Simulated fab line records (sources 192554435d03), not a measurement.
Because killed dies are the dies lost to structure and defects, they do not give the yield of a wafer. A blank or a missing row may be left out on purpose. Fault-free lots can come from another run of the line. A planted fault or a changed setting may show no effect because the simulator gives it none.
Matching of chambers / flow n5_finfet / N5_BEOL_M2_ETCH_69 on rie_diel-05 has 4 sister chambers
The step etches SiARC in CF4, target depth 15.6 nm, time 26 s. 8 wafers are shown with their chamber, then 9 later ones without.

## EACH WAFER AND ITS CHAMBER
wafer=L079.4; chamber=0; showerhead_plenum_p_Torr (Torr)=2.10; drypump_motor_current_A (A)=5.5
wafer=L082.6; chamber=3; showerhead_plenum_p_Torr (Torr)=2.27; drypump_motor_current_A (A)=5.0
wafer=L087.1; chamber=1; showerhead_plenum_p_Torr (Torr)=2.18; drypump_motor_current_A (A)=6.1
wafer=L087.3; chamber=2; showerhead_plenum_p_Torr (Torr)=2.08; drypump_motor_current_A (A)=5.6
wafer=L087.6; chamber=3; showerhead_plenum_p_Torr (Torr)=2.26; drypump_motor_current_A (A)=4.9
wafer=L090.1; chamber=1; showerhead_plenum_p_Torr (Torr)=2.18; drypump_motor_current_A (A)=6.1
wafer=L090.3; chamber=2; showerhead_plenum_p_Torr (Torr)=2.08; drypump_motor_current_A (A)=5.6
wafer=L090.4; chamber=0; showerhead_plenum_p_Torr (Torr)=2.10; drypump_motor_current_A (A)=5.5

## WAFERS WITHOUT THEIR CHAMBER
wafer=L091.2; showerhead_plenum_p_Torr (Torr)=2.26; drypump_motor_current_A (A)=5.0
wafer=L091.5; showerhead_plenum_p_Torr (Torr)=2.26; drypump_motor_current_A (A)=4.9
wafer=L091.6; showerhead_plenum_p_Torr (Torr)=2.07; drypump_motor_current_A (A)=5.6
wafer=L093.1; showerhead_plenum_p_Torr (Torr)=2.09; drypump_motor_current_A (A)=5.5
wafer=L093.3; showerhead_plenum_p_Torr (Torr)=2.26; drypump_motor_current_A (A)=5.0
wafer=L093.4; showerhead_plenum_p_Torr (Torr)=2.18; drypump_motor_current_A (A)=6.1
wafer=L097.1; showerhead_plenum_p_Torr (Torr)=2.07; drypump_motor_current_A (A)=5.7
wafer=L097.3; showerhead_plenum_p_Torr (Torr)=2.26; drypump_motor_current_A (A)=5.0
wafer=L097.5; showerhead_plenum_p_Torr (Torr)=2.09; drypump_motor_current_A (A)=5.5

## CHAMBER TAKEN BY EACH
wafer=L091.2; from the rows above=3; in truth=3
wafer=L091.5; from the rows above=3; in truth=3
wafer=L091.6; from the rows above=2; in truth=2
wafer=L093.1; from the rows above=can't be placed: 0 or 2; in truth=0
wafer=L093.3; from the rows above=3; in truth=3
wafer=L093.4; from the rows above=1; in truth=1
wafer=L097.1; from the rows above=2; in truth=2
wafer=L097.3; from the rows above=3; in truth=3
wafer=L097.5; from the rows above=can't be placed: 0 or 2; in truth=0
Correct placement for 7 of the 9. Cannot be placed on the basis of these rows: 2; the candidates contain the true chamber in 2. Placed wrongly: 0.
How it was worked out, from the rows above alone: a wafer's distance from a chamber is the root of the sum, over the readings, of the square of ((its reading less the chamber's mean) divided by the reading's scatter). The wafer belongs to the nearest chamber; if the next one is less than 2 further off, it can't be placed. A chamber's mean is the mean of its shown wafers. The scatter: the root of (the sum of the squares of (reading less its chamber's mean) over the shown wafers, divided by (wafers less chambers)).
